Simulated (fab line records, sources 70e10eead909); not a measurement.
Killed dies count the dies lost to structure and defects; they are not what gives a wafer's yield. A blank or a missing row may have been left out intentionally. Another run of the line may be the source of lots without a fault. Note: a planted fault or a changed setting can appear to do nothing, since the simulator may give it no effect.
Problem report in the 8D (eight disciplines) form, filled by code + flow nand harc + the parts of the form that need people (team, actions taken, sign-off) are left out

## 1. WHAT IS WRONG
raw defect count at NHARC_P_GATE_INSPECT_68 reads a mean of 894 on 6 wafers of 2 lots; wafers without a fault read 208 with a standard deviation of 76. That puts it +9.0 standard deviations away from the usual mean.
Seen first at day 11 19:28 on defect inspect-01, wafer L147.2. At this step, 39 wafers from 13 lots have a number in the record. Rule for "out" (also "out of limits"): further than 4 standard deviations from the usual mean. The rest of the wafers with a number are treated as sound.

## 2. WHAT THIS IS AND IS NOT
| question                    | is                                   | is not                                                              |
|-----------------------------|--------------------------------------|---------------------------------------------------------------------|
| which readings at this step | raw defect count                     | -                                                                   |
| which lots                  | L147, L148                           | L133, L134, L135, L136, L137, L138, L140, L142, L143, L145, L156    |
| which wafers of those lots  | all that have a number               | -                                                                   |
| read on which gauges        | defect inspect-01, defect inspect-02 | -                                                                   |
| when                        | from day 11 19:28                    | up to then (30 sound wafers); but 3 sound wafers of L156 came after |

## 3. SUSPECTS, AND WHAT RULES EACH OUT
Counting: a tool at any process step up to the reading remains a suspect when it ran all the lots that are out and ran no sound lot after the first of those.
- the gauge at NHARC_P_GATE_INSPECT_68 has been ruled out. The wafers that are out were read on 2 gauges (defect inspect-01, defect inspect-02).
- plasma asher-01 at NHARC_P_GATE_STRIP_111 (strips in N2/H2, time 250 s): kept. Every lot that is out went through it, starting with L147 (day 11 13:23), and after that it ran no sound lot; the last sound lot it ran before then is L145 (day 10 14:37).
- plasma asher-01 at NHARC_P_GATE_STRIP_76 (strips in O2): ruled out as a lasting fault. After its first lot that is out, L147 (day 11 15:27), sound lots L156 ran on it.
- pvd sputter-03 at NHARC_P_GATE_SPUTTER_79 (material TiN, target thk 10 nm): ruled out as a lasting fault. After its first lot that is out, L147 (day 11 18:42), sound lots L156 ran on it.
Left after counting: plasma asher-01 at NHARC_P_GATE_STRIP_111.

## 4. THE CAUSE (what the simulator had put in)
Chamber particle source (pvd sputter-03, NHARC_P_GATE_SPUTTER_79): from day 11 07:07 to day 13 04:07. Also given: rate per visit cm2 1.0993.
Counting ruled it out, wrongly: the rule takes a fault to strike every lot that its tool runs from its start on, and this one did not.

## 5. THE CHAIN OF EFFECTS, in route order
Each row: a reading whose mean over the struck wafers that have a number lies more than 3 standard deviations from the usual. Readings are gone through only where the record gives a usual standard deviation; hours: the median, over the lots, of the time from a lot's start at the first step in this table giving one to that lot's start at this step; sigmas: the change measured in usual standard deviations.
| hours | step                    | reading             | usual | on struck wafers | change | sigmas |
|-------|-------------------------|---------------------|-------|------------------|--------|--------|
| 0     | NHARC_P_GATE_INSPECT_68 | raw defect count    | 208   | 894              | +686   | +9.0   |
| 437   | NHARC_END_SORT_01       | killed at periphery | 3.2   | 68.5             | +65.3  | +24    |

## 6. HOW IT WOULD HAVE BEEN CAUGHT EARLIER
12 hours passed between the start of the fault at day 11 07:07 and the first reading out of limits at a measuring or inspecting step in this record, taken at day 11 19:28.
